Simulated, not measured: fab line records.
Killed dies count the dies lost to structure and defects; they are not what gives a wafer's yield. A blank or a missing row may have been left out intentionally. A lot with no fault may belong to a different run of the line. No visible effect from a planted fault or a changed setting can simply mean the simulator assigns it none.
fab line records    flow n5Finfet
[record] lots = 24  wafers = 72  lastDay = 18
route steps=1938 shown BEOL_M2@890
lots untouched by any fault: they come from a run of this same line in which no faults occurred
startH: the number of hours between the record's first day and the start of the first shown wafer of the lot    waitH: hours elapsed since this lot's preceding step    " as in the row above    L1.1+2: several wafers, shown together as one row    - no value, or no start given    * or withheld: withheld    < > ~ a bound
route shown NAME@n: NAME is a module with steps in the file, n the number in the route of the first one    usual: the fault-free wafers' mean and standard deviation    same: alike in all rows    chamber/n: place in a boat    sites: the reading at each site    _std_site: their standard deviation    _edge_site: the outer-site mean with the inner-site mean subtracted    radiusMm: for every site, how far away it sits from the centre of the wafer    mask NAME#n: copy n    behind: the last tool/chamber to shape the wafer    hold: what put the lot on hold/how long, in hours/how the hold closed    device: transistor that didn't switch, given as n, p or np    end of line: tests run on the same wafers once the route is complete    for a step that has no rows: nothing shown but its recipe    killed: dies lost to structure and defects at the first sort, not the wafer's yield    map: per-die view of a wafer (x killed, . not killed, _ where there is no die)
set.NAME: the setting the step ran with; set.NAME@STEP: the setting that earlier step ran with    model.NAME: the simulator's own value behind a step, which no gauge read
route steps across a sampled set of lots; one table per step, one row per wafer
services: a tool's chamber out of use, with start hour (startH, from the record's first day; less than 0 if before it), hours out, and reason
[[steps]]
[step N5_BEOL_M2_TRENCH_ETCH_37]
[recipe] chemistry = C4F6/O2  targetDepthA = 555.55  target = SiOC  timeS = 29.2  ionEnergyEv = 250  pressureMtorr = 30  sourceW = 355  biasW = 185  Ar_flow_sccm = 300  C4F6_flow_sccm = 10  O2_flow_sccm = 10
[usual] biasW = 185.0/0.58  drypumpMotorCurrentA = 5.6/0.37  oesProductAu = 0.78/0.1  rfVppV = 660/14  showerheadPlenumPTorr = 2.82/0.11  throttleValvePct = 20.74/0.23
lot.wafer  tool        chamber  startH  waitH  biasW  drypumpMotorCurrentA  oesProductAu  rfHoursCounterH  rfVppV  showerheadPlenumPTorr  throttleValvePct
L074.3     rieDiel-06  2        -       -      185.5  5.5                   0.72          181              687     2.68                   20.73
L074.5     "           3        "       "      184.9  6.5                   0.92          -                632     2.74                   20.50
L074.6     "           2        "       "      185.7  5.5                   0.72          -                687     2.68                   20.74
L075.2     rieDiel-04  1        -       -      185.1  5.2                   0.73          173              652     2.71                   20.33
L075.4     "           3        "       "      184.1  5.3                   0.91          -                658     2.82                   20.51
L075.6     "           0        "       "      183.9  5.6                   0.69          -                654     2.73                   20.86
L076.1     rieDiel-04  1        -       -      185.5  5.2                   0.72          176              653     2.71                   20.34
L076.4     "           0        "       "      185.4  5.6                   0.69          228              653     2.73                   20.87
L076.5     "           3        "       "      184.1  5.4                   0.91          -                657     2.81                   20.51
L077.1     rieDiel-04  3        -       -      185.1  5.4                   0.92          24               657     2.81                   20.52
L077.4     "           1        "       "      185.7  5.2                   0.71          179              652     2.71                   20.35
L077.6     "           2        "       "      185.8  5.8                   0.73          -                650     2.94                   20.92
L078.1     rieDiel-04  2        -       -      184.7  5.8                   0.73          171              650     2.94                   20.92
L078.5     "           3        "       "      185.7  5.3                   0.90          -                658     2.81                   20.53
L078.6     "           0        "       "      185.4  5.6                   0.69          -                654     2.73                   20.86
L079.1     rieDiel-04  3        -       -      184.6  5.4                   0.89          29               658     2.81                   20.53
L079.2     "           2        "       "      184.5  5.8                   0.73          175              649     2.94                   20.92
L079.3     "           0        "       "      185.0  5.6                   0.69          236              652     2.72                   20.87
L080.1     rieDiel-04  0        -       -      184.7  5.6                   0.68          239              654     2.72                   20.88
L080.3     "           2        "       "      184.7  5.8                   0.73          177              649     2.94                   20.92
L080.6     "           2        "       "      185.8  5.8                   0.72          -                648     2.94                   20.92
L081.1     rieDiel-05  2        -       -      183.8  5.1                   0.70          211              661     2.96                   20.84
L081.2     "           0        "       "      184.7  5.7                   0.68          246              677     2.71                   21.17
L081.5     "           2        "       "      185.0  5.1                   0.70          -                660     2.96                   20.86
L082.3     rieDiel-06  1        -       -      186.1  6.0                   0.69          237              668     2.78                   21.06
L082.4     "           2        "       "      185.4  5.5                   0.70          198              689     2.68                   20.75
L082.6     "           0        "       "      184.8  6.6                   0.68          -                655     2.82                   21.25
L083.2     rieDiel-05  0        -       -      185.0  5.7                   0.69          248              676     2.71                   21.16
L083.4     "           0        "       "      184.9  5.7                   0.68          -                678     2.71                   21.14
L083.6     "           2        "       "      185.7  5.1                   0.70          -                660     2.96                   20.85
L084.2     rieDiel-04  0        -       -      185.1  5.6                   0.67          245              653     2.72                   20.88
L084.3     "           3        "       "      185.8  5.3                   0.89          38               658     2.81                   20.54
L084.4     "           2        "       "      185.4  5.8                   0.72          182              648     2.93                   20.93
L086.2     rieDiel-06  2        -       -      184.6  5.4                   0.70          207              687     2.67                   20.77
L086.3     "           1        "       "      184.4  6.0                   0.69          248              668     2.77                   21.06
L086.5     "           2        "       "      185.2  5.4                   0.70          -                687     2.67                   20.76
L085.1     rieDiel-04  3        -       -      184.9  5.3                   0.86          48               658     2.80                   20.55
L085.2     "           1        "       "      183.9  5.2                   0.70          200              652     2.70                   20.36
L085.5     "           2        "       "      184.7  5.8                   0.71          -                649     2.93                   20.96
L087.1     rieDiel-06  2        -       -      185.0  5.4                   0.69          212              687     2.67                   20.77
L087.4     "           2        "       "      184.9  5.4                   0.70          -                686     2.67                   20.78
L087.5     "           1        "       "      185.6  6.0                   0.69          -                667     2.77                   21.09
L088.2     rieDiel-05  1        -       -      185.3  6.1                   0.84          61               658     2.79                   20.65
L088.4     "           2        "       "      184.2  5.1                   0.69          -                659     2.96                   20.84
L088.5     "           1        "       "      184.7  6.1                   0.84          -                657     2.79                   20.64
L089.1     rieDiel-05  0        -       -      184.4  5.7                   0.96          4                690     3.04                   20.73
L089.5     "           2        "       "      184.9  5.1                   0.69          -                658     2.96                   20.88
L089.6     "           0        "       "      184.2  5.7                   0.95          -                687     3.04                   20.71
L090.3     rieDiel-04  2        -       -      185.4  5.8                   0.71          202              650     2.92                   20.97
L090.4     "           0        "       "      186.0  5.6                   0.96          5                664     3.06                   20.57
L090.6     "           1        "       "      185.7  5.2                   0.69          -                653     2.69                   20.38
L091.1     rieDiel-05  3        -       -      185.0  5.6                   0.98          3                639     2.82                   20.94
L091.5     "           2        "       "      184.6  5.1                   0.69          -                660     2.95                   20.89
L091.6     "           1        "       "      184.8  6.1                   0.83          -                657     2.79                   20.68
L093.1     rieDiel-05  2        -       -      184.9  5.1                   0.68          238              660     2.95                   20.90
L093.4     "           0        "       "      185.1  5.8                   0.93          12               688     3.04                   20.75
L093.6     "           0        "       "      183.8  5.7                   0.93          -                689     3.04                   20.74
L092.1     rieDiel-05  3        -       -      185.0  5.6                   0.96          9                640     2.82                   20.94
L092.3     "           0        "       "      185.5  5.7                   0.92          13               689     3.04                   20.74
L092.4     "           2        "       "      186.1  5.1                   0.69          239              659     2.95                   20.89
L094.2     rieDiel-04  2        -       -      185.2  5.8                   0.70          214              649     2.92                   21.00
L094.4     "           3        "       "      185.8  5.3                   0.85          69               657     2.79                   20.61
L094.5     "           2        "       "      184.8  5.8                   0.70          -                649     2.92                   20.99
L095.3     rieDiel-04  3        -       -      184.3  5.4                   0.83          70               657     2.79                   20.59
L095.5     "           2        "       "      185.5  5.8                   0.70          -                649     2.92                   20.98
L095.6     "           3        "       "      185.3  5.4                   0.84          -                657     2.79                   20.61
L096.1     rieDiel-06  1        -       -      184.3  6.0                   0.95          13               669     2.76                   20.68
L096.4     "           2        "       "      185.0  5.5                   0.67          240              686     2.66                   20.83
L096.5     "           1        "       "      184.7  6.0                   0.95          -                668     2.76                   20.69
L097.1     rieDiel-04  3        -       -      184.2  5.3                   0.83          77               657     2.79                   20.60
L097.5     "           0        "       "      185.7  5.6                   0.90          -                663     3.05                   20.61
L097.6     "           3        "       "      184.4  5.3                   0.82          -                657     2.79                   20.60
[step N5_BEOL_M2_SPUTTER_48]
[recipe] material = Cu  targetThkA = 45  tempC = -20  chamberPressurePa = 0.07  powerW = withheld  timeS = 8.29
[usual] throttleValvePct = 29.8/0.95
lot.wafer  tool           chamber  startH  waitH  throttleValvePct
L075.2     pvdSputter-02  -        138.64  0.1    29.9
L075.4     "              -        "       "      28.8
L075.6     "              -        "       "      27.8
L074.3     pvdSputter-01  -        138.96  0.2    29.2
L074.5     "              -        "       "      29.1
L074.6     "              -        "       "      29.7
L076.1     pvdSputter-02  -        146.30  0.1    29.8
L076.4     "              -        "       "      28.2
L076.5     "              -        "       "      31.4
L077.1     pvdSputter-01  -        154.94  0.1    30.3
L077.4     "              -        "       "      29.4
L077.6     "              -        "       "      29.5
L078.1     pvdSputter-02  -        159.91  0.1    28.6
L078.5     "              -        "       "      28.3
L078.6     "              -        "       "      29.7
L079.1     pvdSputter-03  -        171.83  0.2    31.0
L079.2     "              -        "       "      31.0
L079.3     "              -        "       "      29.8
L080.1     pvdSputter-03  -        178.63  0.1    29.8
L080.3     "              -        "       "      30.8
L080.6     "              -        "       "      29.9
L081.1     pvdSputter-01  -        183.56  0.2    30.3
L081.2     "              -        "       "      30.2
L081.5     "              -        "       "      29.5
L082.3     pvdSputter-02  -        184.72  0.6    28.2
L082.4     "              -        "       "      30.1
L082.6     "              -        "       "      28.4
L083.2     pvdSputter-01  -        188.29  0.1    30.5
L083.4     "              -        "       "      29.4
L083.6     "              -        "       "      29.3
L084.2     pvdSputter-01  -        192.03  0.2    30.6
L084.3     "              -        "       "      30.7
L084.4     "              -        "       "      29.2
L086.2     pvdSputter-02  -        209.75  0.1    29.9
L086.3     "              -        "       "      28.0
L086.5     "              -        "       "      31.1
L085.1     pvdSputter-03  -        214.68  0.1    30.8
L085.2     "              -        "       "      31.0
L085.5     "              -        "       "      30.1
L087.1     pvdSputter-01  -        216.57  0.1    30.3
L087.4     "              -        "       "      30.3
L087.5     "              -        "       "      29.1
L088.2     pvdSputter-01  -        222.17  0.4    30.5
L088.4     "              -        "       "      30.1
L088.5     "              -        "       "      30.6
L089.1     pvdSputter-02  -        233.13  1.0    28.6
L089.5     "              -        "       "      29.6
L089.6     "              -        "       "      28.4
L090.3     pvdSputter-03  -        236.27  0.1    30.7
L090.4     "              -        "       "      28.7
L090.6     "              -        "       "      29.9
L091.1     pvdSputter-01  -        241.63  0.1    29.6
L091.5     "              -        "       "      29.2
L091.6     "              -        "       "      29.1
L093.1     pvdSputter-03  -        254.22  0.5    31.4
L093.4     "              -        "       "      29.0
L093.6     "              -        "       "      31.4
L092.1     pvdSputter-03  -        259.44  0.2    29.9
L092.3     "              -        "       "      28.8
L092.4     "              -        "       "      30.7
L094.2     pvdSputter-01  -        268.86  1.9    29.2
L094.4     "              -        "       "      30.4
L094.5     "              -        "       "      30.3
L095.3     pvdSputter-03  -        275.92  2.4    30.5
L095.5     "              -        "       "      31.2
L095.6     "              -        "       "      28.8
L096.1     pvdSputter-01  -        290.63  0.2    29.5
L096.4     "              -        "       "      29.5
L096.5     "              -        "       "      29.4
L097.1     pvdSputter-02  -        292.85  0.1    31.5
L097.5     "              -        "       "      29.7
L097.6     "              -        "       "      28.4
[step N5_BEOL_M2_ANNEAL_49]
[recipe] tempC = 400  timeS = 240  ambient = vacuum
[usual] heaterPowerW = 815/74
lot.wafer  tool           chamber  startH  waitH  heaterPowerW
L075.2     pvdSputter-02  -        138.72  0.0    856
L075.4     "              -        "       "      967
L075.6     "              -        "       "      829
L074.3     pvdSputter-01  -        139.04  0.0    710
L074.5     "              -        "       "      697
L074.6     "              -        "       "      835
L076.1     pvdSputter-02  -        146.38  0.0    874
L076.4     "              -        "       "      935
L076.5     "              -        "       "      793
L077.1     pvdSputter-01  -        155.02  0.0    836
L077.4     "              -        "       "      817
L077.6     "              -        "       "      702
L078.1     pvdSputter-02  -        159.99  0.0    985
L078.5     "              -        "       "      957
L078.6     "              -        "       "      897
L079.1     pvdSputter-03  -        171.91  0.0    747
L079.2     "              -        "       "      854
L079.3     "              -        "       "      788
L080.1     pvdSputter-03  -        178.71  0.0    771
L080.3     "              -        "       "      729
L080.6     "              -        "       "      759
L081.1     pvdSputter-01  -        183.64  0.0    748
L081.2     "              -        "       "      862
L081.5     "              -        "       "      817
L082.3     pvdSputter-02  -        184.80  0.0    957
L082.4     "              -        "       "      880
L082.6     "              -        "       "      948
L083.2     pvdSputter-01  -        188.37  0.0    738
L083.4     "              -        "       "      814
L083.6     "              -        "       "      834
L084.2     pvdSputter-01  -        192.11  0.0    728
L084.3     "              -        "       "      828
L084.4     "              -        "       "      691
L086.2     pvdSputter-02  -        209.83  0.0    875
L086.3     "              -        "       "      826
L086.5     "              -        "       "      802
L085.1     pvdSputter-03  -        214.76  0.0    748
L085.2     "              -        "       "      858
L085.5     "              -        "       "      761
L087.1     pvdSputter-01  -        216.65  0.0    728
L087.4     "              -        "       "      849
L087.5     "              -        "       "      689
L088.2     pvdSputter-01  -        222.25  0.0    759
L088.4     "              -        "       "      856
L088.5     "              -        "       "      842
L089.1     pvdSputter-02  -        233.21  0.0    941
L089.5     "              -        "       "      891
L089.6     "              -        "       "      978
L090.3     pvdSputter-03  -        236.35  0.0    744
L090.4     "              -        "       "      886
L090.6     "              -        "       "      772
L091.1     pvdSputter-01  -        241.71  0.0    833
L091.5     "              -        "       "      718
L091.6     "              -        "       "      801
L093.1     pvdSputter-03  -        254.30  0.0    879
L093.4     "              -        "       "      873
L093.6     "              -        "       "      869
L092.1     pvdSputter-03  -        259.52  0.0    758
L092.3     "              -        "       "      871
L092.4     "              -        "       "      759
L094.2     pvdSputter-01  -        268.94  0.0    696
L094.4     "              -        "       "      839
L094.5     "              -        "       "      847
L095.3     pvdSputter-03  -        276.00  0.0    767
L095.5     "              -        "       "      888
L095.6     "              -        "       "      871
L096.1     pvdSputter-01  -        290.71  0.0    704
L096.4     "              -        "       "      858
L096.5     "              -        "       "      691
L097.1     pvdSputter-02  -        292.93  0.0    800
L097.5     "              -        "       "      867
L097.6     "              -        "       "      958
[step N5_BEOL_M2_ANNEAL_80]
[recipe] tempC = 400  timeS = 240  ambient = vacuum
[usual] heaterPowerW = 817/72
lot.wafer  tool           chamber  startH  waitH  heaterPowerW
L075.2     pvdSputter-02  -        138.94  0.0    864
L075.4     "              -        "       "      949
L075.6     "              -        "       "      824
L074.3     pvdSputter-01  -        139.26  0.0    704
L074.5     "              -        "       "      690
L074.6     "              -        "       "      806
L076.1     pvdSputter-02  -        146.60  0.0    868
L076.4     "              -        "       "      970
L076.5     "              -        "       "      794
L077.1     pvdSputter-01  -        155.24  0.0    861
L077.4     "              -        "       "      823
L077.6     "              -        "       "      709
L078.1     pvdSputter-02  -        160.21  0.0    956
L078.5     "              -        "       "      947
L078.6     "              -        "       "      868
L079.1     pvdSputter-03  -        172.13  0.0    763
L079.2     "              -        "       "      876
L079.3     "              -        "       "      774
L080.1     pvdSputter-03  -        178.93  0.0    779
L080.3     "              -        "       "      756
L080.6     "              -        "       "      762
L081.1     pvdSputter-01  -        183.86  0.0    748
L081.2     "              -        "       "      846
L081.5     "              -        "       "      821
L082.3     pvdSputter-02  -        185.02  0.0    985
L082.4     "              -        "       "      884
L082.6     "              -        "       "      955
L083.2     pvdSputter-01  -        188.59  0.0    734
L083.4     "              -        "       "      831
L083.6     "              -        "       "      814
L084.2     pvdSputter-01  -        192.33  0.0    731
L084.3     "              -        "       "      846
L084.4     "              -        "       "      672
L086.2     pvdSputter-02  -        210.05  0.0    845
L086.3     "              -        "       "      831
L086.5     "              -        "       "      811
L085.1     pvdSputter-03  -        214.98  0.0    751
L085.2     "              -        "       "      882
L085.5     "              -        "       "      757
L087.1     pvdSputter-01  -        216.87  0.0    739
L087.4     "              -        "       "      878
L087.5     "              -        "       "      670
L088.2     pvdSputter-01  -        222.47  0.0    737
L088.4     "              -        "       "      840
L088.5     "              -        "       "      867
L089.1     pvdSputter-02  -        233.43  0.0    954
L089.5     "              -        "       "      894
L089.6     "              -        "       "      960
L090.3     pvdSputter-03  -        236.57  0.0    746
L090.4     "              -        "       "      892
L090.6     "              -        "       "      788
L091.1     pvdSputter-01  -        241.93  0.0    817
L091.5     "              -        "       "      677
L091.6     "              -        "       "      825
L093.1     pvdSputter-03  -        257.44  0.0    857
L093.4     "              -        "       "      907
L093.6     "              -        "       "      861
L092.1     pvdSputter-03  -        259.74  0.0    773
L092.3     "              -        "       "      866
L092.4     "              -        "       "      764
L094.2     pvdSputter-01  -        269.16  0.0    704
L094.4     "              -        "       "      851
L094.5     "              -        "       "      859
L095.3     pvdSputter-03  -        276.22  0.0    740
L095.5     "              -        "       "      863
L095.6     "              -        "       "      860
L096.1     pvdSputter-01  -        290.93  0.0    704
L096.4     "              -        "       "      833
L096.5     "              -        "       "      687
L097.1     pvdSputter-02  -        293.15  0.0    835
L097.5     "              -        "       "      875
L097.6     "              -        "       "      928
[step N5_BEOL_M2_ANNEAL_91]
[recipe] tempC = 400  timeS = 240  ambient = vacuum
[usual] heaterPowerW = 819/73
lot.wafer  tool           chamber  startH  waitH  heaterPowerW
L075.2     pvdSputter-02  -        139.82  0.0    869
L075.4     "              -        "       "      961
L075.6     "              -        "       "      826
L074.3     pvdSputter-01  -        140.14  0.0    704
L074.5     "              -        "       "      705
L074.6     "              -        "       "      810
L076.1     pvdSputter-02  -        147.48  0.0    873
L076.4     "              -        "       "      976
L076.5     "              -        "       "      814
L077.1     pvdSputter-01  -        156.12  0.0    848
L077.4     "              -        "       "      835
L077.6     "              -        "       "      697
L078.1     pvdSputter-02  -        161.09  0.0    957
L078.5     "              -        "       "      960
L078.6     "              -        "       "      865
L079.1     pvdSputter-03  -        173.01  0.0    776
L079.2     "              -        "       "      858
L079.3     "              -        "       "      805
L080.1     pvdSputter-03  -        179.81  0.0    772
L080.3     "              -        "       "      766
L080.6     "              -        "       "      763
L081.1     pvdSputter-01  -        184.74  0.0    759
L081.2     "              -        "       "      853
L081.5     "              -        "       "      833
L082.3     pvdSputter-02  -        185.90  0.0    946
L082.4     "              -        "       "      881
L082.6     "              -        "       "      957
L083.2     pvdSputter-01  -        189.47  0.0    721
L083.4     "              -        "       "      812
L083.6     "              -        "       "      802
L084.2     pvdSputter-01  -        193.21  0.0    745
L084.3     "              -        "       "      866
L084.4     "              -        "       "      680
L086.2     pvdSputter-02  -        210.93  0.0    892
L086.3     "              -        "       "      815
L086.5     "              -        "       "      810
L085.1     pvdSputter-03  -        215.86  0.0    769
L085.2     "              -        "       "      858
L085.5     "              -        "       "      763
L087.1     pvdSputter-01  -        217.75  0.0    724
L087.4     "              -        "       "      844
L087.5     "              -        "       "      699
L088.2     pvdSputter-01  -        223.35  0.0    740
L088.4     "              -        "       "      886
L088.5     "              -        "       "      876
L089.1     pvdSputter-02  -        234.31  0.0    958
L089.5     "              -        "       "      889
L089.6     "              -        "       "      950
L090.3     pvdSputter-03  -        237.45  0.0    739
L090.4     "              -        "       "      899
L090.6     "              -        "       "      773
L091.1     pvdSputter-01  -        242.81  0.0    809
L091.5     "              -        "       "      692
L091.6     "              -        "       "      829
L093.1     pvdSputter-03  -        258.32  0.0    865
L093.4     "              -        "       "      903
L093.6     "              -        "       "      853
L092.1     pvdSputter-03  -        260.62  0.0    765
L092.3     "              -        "       "      889
L092.4     "              -        "       "      761
L094.2     pvdSputter-01  -        270.04  0.0    707
L094.4     "              -        "       "      880
L094.5     "              -        "       "      853
L095.3     pvdSputter-03  -        277.10  0.0    757
L095.5     "              -        "       "      882
L095.6     "              -        "       "      863
L096.1     pvdSputter-01  -        291.81  0.0    700
L096.4     "              -        "       "      811
L096.5     "              -        "       "      702
L097.1     pvdSputter-02  -        294.03  0.0    812
L097.5     "              -        "       "      889
L097.6     "              -        "       "      960
[step N5_BEOL_M2_THK_MEAS_53]
[recipe] thkMeasGauge = xrf  reads = Cu_of_BEOL_M2_ECD_50
[usual] M2_THK = 40.6/1.7
lot.wafer  tool          chamber  startH  waitH  M2_THK[nm]
L075.2     filmMetro-01  -        141.47  -      39.6
L075.4     "             -        "       "      41.1
L075.6     "             -        "       "      39.7
L074.3     filmMetro-02  -        141.51  -      41.0
L074.5     "             -        "       "      44.2
L074.6     "             -        "       "      39.4
L076.1     filmMetro-02  -        149.13  -      36.7
L076.4     "             -        "       "      39.7
L076.5     "             -        "       "      39.9
L077.1     filmMetro-02  -        157.49  -      40.5
L077.4     "             -        "       "      37.7
L077.6     "             -        "       "      41.5
L078.1     filmMetro-02  -        162.53  -      40.9
L078.5     "             -        "       "      39.2
L078.6     "             -        "       "      39.9
L079.1     filmMetro-02  -        174.38  -      39.8
L079.2     "             -        "       "      37.7
L079.3     "             -        "       "      39.9
L080.1     filmMetro-01  -        181.23  -      39.3
L080.3     "             -        "       "      39.8
L080.6     "             -        "       "      39.4
L081.1     filmMetro-02  -        186.12  -      38.9
L081.2     "             -        "       "      39.2
L081.5     "             -        "       "      39.1
L082.3     filmMetro-01  -        187.53  -      41.8
L082.4     "             -        "       "      37.4
L082.6     "             -        "       "      40.7
L083.2     filmMetro-02  -        190.84  -      38.0
L083.4     "             -        "       "      39.7
L083.6     "             -        "       "      37.4
L084.2     filmMetro-02  -        194.58  -      39.6
L084.3     "             -        "       "      40.7
L084.4     "             -        "       "      41.4
L086.2     filmMetro-02  -        212.30  -      40.4
L086.3     "             -        "       "      40.8
L086.5     "             -        "       "      38.6
L085.1     filmMetro-02  -        217.25  -      42.5
L085.2     "             -        "       "      40.3
L085.5     "             -        "       "      41.8
L087.1     filmMetro-01  -        219.12  -      38.4
L087.4     "             -        "       "      43.0
L087.5     "             -        "       "      41.1
L088.2     filmMetro-01  -        224.72  -      44.4
L088.4     "             -        "       "      42.6
L088.5     "             -        "       "      43.7
L089.1     filmMetro-01  -        235.68  -      41.6
L089.5     "             -        "       "      41.7
L089.6     "             -        "       "      42.9
L090.3     filmMetro-01  -        238.82  -      39.6
L090.4     "             -        "       "      37.7
L090.6     "             -        "       "      37.5
L091.1     filmMetro-01  -        244.22  -      40.4
L091.5     "             -        "       "      39.4
L091.6     "             -        "       "      42.4
L093.1     filmMetro-02  -        259.69  -      39.5
L093.4     "             -        "       "      42.2
L093.6     "             -        "       "      41.9
L092.1     filmMetro-02  -        262.07  -      41.7
L092.3     "             -        "       "      42.9
L092.4     "             -        "       "      40.0
L094.2     filmMetro-01  -        271.41  -      38.3
L094.4     "             -        "       "      42.9
L094.5     "             -        "       "      38.6
L095.3     filmMetro-02  -        278.47  -      41.6
L095.5     "             -        "       "      40.6
L095.6     "             -        "       "      43.1
L096.1     filmMetro-01  -        293.51  -      45.3
L096.4     "             -        "       "      37.9
L096.5     "             -        "       "      42.0
L097.1     filmMetro-02  -        295.40  -      41.8
L097.5     "             -        "       "      39.2
L097.6     "             -        "       "      43.4
[[services]]
tool           chamber  startH  hours  kind
pvdSputter-03  -        114.84  6.2    repair
rieDiel-04     2        130.36  10.1   repair
rieDiel-05     3        134.08  65.0   repair
rieDiel-05     1        183.09  9.7    repair
rieDiel-05     0        199.06  -      clean
rieDiel-05     0        199.06  -      consumableReplace:focusRing
rieDiel-05     0        199.06  -      consumableReplace:showerhead
rieDiel-05     0        199.06  18.2   scheduledDown
rieDiel-05     0        199.06  18.2   ventCycle
rieDiel-04     0        205.22  -      clean
rieDiel-04     0        205.22  -      consumableReplace:focusRing
rieDiel-04     0        205.22  -      consumableReplace:showerhead
rieDiel-04     0        205.22  14.1   scheduledDown
rieDiel-04     0        205.22  14.1   ventCycle
rieDiel-05     3        209.61  4.5    repair
rieDiel-05     3        217.52  -      clean
rieDiel-05     3        217.52  -      consumableReplace:focusRing
rieDiel-05     3        217.52  14.1   scheduledDown
rieDiel-05     3        217.52  14.1   ventCycle
rieDiel-05     0        223.81  5.5    repair
rieDiel-04     -        266.81  2.4    repair
rieDiel-06     -        267.21  0.6    repair
rieDiel-06     -        275.37  4.3    pm
rieDiel-05     2        290.45  -      clean
[[key]]
fault none
